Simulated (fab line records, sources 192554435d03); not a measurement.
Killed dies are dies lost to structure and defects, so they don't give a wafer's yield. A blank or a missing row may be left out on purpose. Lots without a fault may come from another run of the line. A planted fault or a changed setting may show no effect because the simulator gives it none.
Chamber matching | flow n5_finfet | N5_SD_EPI_N_ETCH_34 on rie_diel-01: 4 sister chambers
The step etches SiARC in CF4, target depth 45.5 nm, time 75.8 s. 20 wafers are shown with their chamber, then 10 later ones without.

WAFERS WITH THEIR CHAMBER
wafer  | chamber | drypump_motor_current_A (A) | showerhead_plenum_p_Torr (Torr) | throttle_valve_pct (%)
L075.1 | 1       | 5.6                         | 2.28                            | 15.28
L075.2 | 3       | 6.2                         | 2.25                            | 15.52
L075.5 | 1       | 5.6                         | 2.28                            | 15.29
L076.2 | 2       | 5.0                         | 2.21                            | 15.91
L076.4 | 3       | 6.2                         | 2.25                            | 15.53
L076.5 | 0       | 5.6                         | 2.07                            | 15.76
L077.3 | 0       | 5.6                         | 2.07                            | 15.75
L077.5 | 0       | 5.6                         | 2.07                            | 15.76
L077.6 | 3       | 6.2                         | 2.25                            | 15.53
L082.1 | 2       | 5.0                         | 2.21                            | 15.94
L082.3 | 0       | 5.6                         | 2.07                            | 15.79
L082.5 | 0       | 5.7                         | 2.06                            | 15.79
L085.2 | 1       | 5.6                         | 2.27                            | 15.34
L085.5 | 3       | 6.2                         | 2.24                            | 15.56
L085.6 | 2       | 5.0                         | 2.20                            | 15.96
L086.3 | 0       | 5.6                         | 2.06                            | 15.81
L086.4 | 1       | 5.6                         | 2.27                            | 15.34
L086.5 | 3       | 6.2                         | 2.24                            | 15.57
L087.1 | 0       | 5.6                         | 2.06                            | 15.81
L087.4 | 2       | 5.1                         | 2.20                            | 15.97

SIGNATURES (means of the wafers above)
reading                  | chamber 0 | chamber 1 | chamber 2 | chamber 3 | scatter within a chamber
drypump_motor_current_A  | 5.614     | 5.600     | 5.025     | 6.200     | 0.0317
showerhead_plenum_p_Torr | 2.0657    | 2.2750    | 2.2050    | 2.2460    | 0.00554
throttle_valve_pct       | 15.7814   | 15.3125   | 15.9450   | 15.5420   | 0.0259
Rule: a wafer's distance from a chamber is the root of the sum, over the readings, of the square of ((its reading less the chamber's mean) divided by the reading's scatter). The wafer belongs to the nearest chamber; if the next one is less than 2 further off, it can't be placed. The scatter: the root of (the sum of the squares of (reading less its chamber's mean) over the shown wafers, divided by (wafers less chambers)).

WAFERS WITHOUT THEIR CHAMBER
wafer  | drypump_motor_current_A (A) | showerhead_plenum_p_Torr (Torr) | throttle_valve_pct (%)
L087.5 | 5.6                         | 2.06                            | 15.80
L089.1 | 5.6                         | 2.06                            | 15.81
L089.2 | 5.0                         | 2.20                            | 15.98
L089.4 | 5.0                         | 2.20                            | 15.99
L091.3 | 5.6                         | 2.06                            | 15.82
L091.4 | 5.6                         | 2.27                            | 15.37
L091.6 | 6.2                         | 2.24                            | 15.58
L093.1 | 6.2                         | 2.24                            | 15.60
L093.4 | 5.6                         | 2.26                            | 15.37
L093.6 | 6.2                         | 2.24                            | 15.61

WHICH CHAMBER EACH WENT THROUGH
wafer  | from the rows above | in truth
L087.5 | 0                   | 0
L089.1 | 0                   | 0
L089.2 | 2                   | 2
L089.4 | 2                   | 2
L091.3 | 0                   | 0
L091.4 | 1                   | 1
L091.6 | 3                   | 3
L093.1 | 3                   | 3
L093.4 | 1                   | 1
L093.6 | 3                   | 3
Placed correctly: 10 of 10. Can't be placed from these rows: 0. Placed wrongly: 0.
